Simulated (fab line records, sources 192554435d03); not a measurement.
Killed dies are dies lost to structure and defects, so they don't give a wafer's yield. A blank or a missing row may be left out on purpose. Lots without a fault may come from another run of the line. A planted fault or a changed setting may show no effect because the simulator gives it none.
Which tool did it? | flow n5_finfet | 12 lots, 36 wafers sampled, at 2 steps of a route of 1938

WHAT THE GAUGES READ, wafer by wafer
N5_MOL_CONTACT_COAG_INSPECT_57: inspects for defects (brightfield).
lot  | measured     | on                | raw_defect_count
L075 | day 5 11:46  | defect_inspect-01 | 171 232 179
L077 | day 6 00:29  | defect_inspect-01 | 193 170 160
L079 | day 6 09:43  | defect_inspect-01 | 169 181 190
L081 | day 6 23:20  | defect_inspect-02 | 248 244 307
L083 | day 7 12:50  | defect_inspect-01 | 207 164 186
L085 | day 8 00:17  | defect_inspect-02 | 124 178 85
L087 | day 8 12:05  | defect_inspect-01 | 188 119 142
L089 | day 8 21:14  | defect_inspect-02 | 198 161 211
L091 | day 9 08:25  | defect_inspect-01 | 325 310 157
L093 | day 9 20:07  | defect_inspect-02 | 108 179 199
L095 | day 10 07:53 | defect_inspect-01 | 305 177 241
L097 | day 10 19:09 | defect_inspect-01 | 137 126 128

WHICH TOOL RAN EACH LOT (tool, then ch and the chambers of the sampled wafers, then the start)
lot  | N5_MOL_CONTACT_COAG_PRE_CLEAN_142
L075 | pvd_sputter-03, day 5 07:01
L077 | pvd_sputter-03, day 5 20:13
L079 | pvd_sputter-02, day 6 05:47
L081 | pvd_sputter-03, day 6 19:12
L083 | pvd_sputter-02, day 7 08:56
L085 | pvd_sputter-01, day 7 20:16
L087 | pvd_sputter-02, day 8 06:07
L089 | pvd_sputter-01, day 8 17:11
L091 | pvd_sputter-02, day 9 04:14
L093 | pvd_sputter-02, day 9 16:13
L095 | pvd_sputter-01, day 10 03:57
L097 | pvd_sputter-01, day 10 15:06
- N5_MOL_CONTACT_COAG_PRE_CLEAN_142: time 60 s.

THE ANSWER, worked out from the rows above alone
Rule: what is usual is taken from the lots themselves. Put in order of their means at a reading, lots are off if they are a third of the lots or fewer, leave a main group of 4 or more, and stand apart from it by a gap of 3 or more times the standard deviation of the main group's means; of several such gaps the widest counts. A main group whose means are all the same, to the digits that the tables above print for the reading, isn't used. A lot without any number at a reading at which 4 lots or more have one is off too. The other lots that the step has rows for count as sound.
No lot is off at any reading shown: from this, nothing can be told.

WHAT THE SIMULATOR HAD PUT IN
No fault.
